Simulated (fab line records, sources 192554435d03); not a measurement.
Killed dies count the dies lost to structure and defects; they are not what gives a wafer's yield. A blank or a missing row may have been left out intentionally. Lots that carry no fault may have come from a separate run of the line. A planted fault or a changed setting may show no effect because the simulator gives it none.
Matching of chambers | flow n5 finfet | 3 sister chambers for N5_BEOL_M0_SAQP_PECVD_00 on pecvd-01
The step deposits SiCN from 3MS/NH3, target thk 8 nm, time 14 s. 14 wafers are shown with their chamber, then 7 later ones without.

## WAFERS, EACH WITH ITS CHAMBER
wafer  | chamber | showerhead plenum p Torr (Torr) | throttle valve pct (%) | showerhead vpp V (V)
L082.2 | 1       | 3.639                           | 9.0                    | 903
L082.3 | 2       | 3.682                           | 8.7                    | 904
L082.6 | 1       | 3.644                           | 8.8                    | 905
L083.3 | 2       | 3.672                           | 8.7                    | 893
L083.4 | 2       | 3.671                           | 8.6                    | 886
L083.5 | 0       | 3.651                           | 9.3                    | 902
L088.1 | 2       | 3.672                           | 8.4                    | 891
L088.5 | 2       | 3.667                           | 8.5                    | 896
L088.6 | 1       | 3.647                           | 9.1                    | 899
L089.2 | 1       | 3.648                           | 8.7                    | 887
L089.4 | 2       | 3.673                           | 8.9                    | 913
L089.6 | 1       | 3.646                           | 8.7                    | 910
L092.1 | 1       | 3.642                           | 9.0                    | 900
L092.2 | 1       | 3.648                           | 8.9                    | 902

SIGNATURES (averages over the wafers above)
reading                  | chamber 0 | chamber 1 | chamber 2 | scatter within a chamber
showerhead plenum p Torr | 3.65100   | 3.64486   | 3.67283   | 0.00417
throttle valve pct       | 9.300     | 8.886     | 8.633     | 0.166
showerhead vpp V         | 902.00    | 900.86    | 897.17    | 8.43
Rule: for each reading, subtract the chamber's mean from the wafer's reading, divide by that reading's scatter and square the result; add these up over the readings and take the root, which gives the wafer's distance from the chamber. The wafer belongs to the nearest chamber; if the next one is less than 2 further off, it can't be placed. The scatter: take each reading less its chamber's mean, square it, sum over the shown wafers, divide by the number of wafers less the number of chambers, and take the root.

## WAFERS WHOSE CHAMBER IS MISSING
wafer  | showerhead plenum p Torr (Torr) | throttle valve pct (%) | showerhead vpp V (V)
L092.4 | 3.634                           | 8.9                    | 895
L093.1 | 3.651                           | 9.1                    | 903
L093.3 | 3.655                           | 8.8                    | 896
L093.4 | 3.665                           | 9.4                    | 901
L097.1 | 3.653                           | 9.0                    | 910
L097.4 | 3.660                           | 9.2                    | 890
L097.6 | 3.640                           | 8.9                    | 889

## EACH ONE'S CHAMBER
wafer  | from the rows above          | in truth
L092.4 | 1                            | 1
L093.1 | can't be placed: 0 or 1      | 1
L093.3 | can't be placed: 1 or 0 or 2 | 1
L093.4 | can't be placed: 0 or 2      | 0
L097.1 | can't be placed: 0 or 1      | 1
L097.4 | can't be placed: 0 or 1      | 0
L097.6 | 1                            | 1
Correct placement for 2 of the 7. These rows do not allow placing 5 (true chamber among the candidates in 5). 0 placed wrongly.
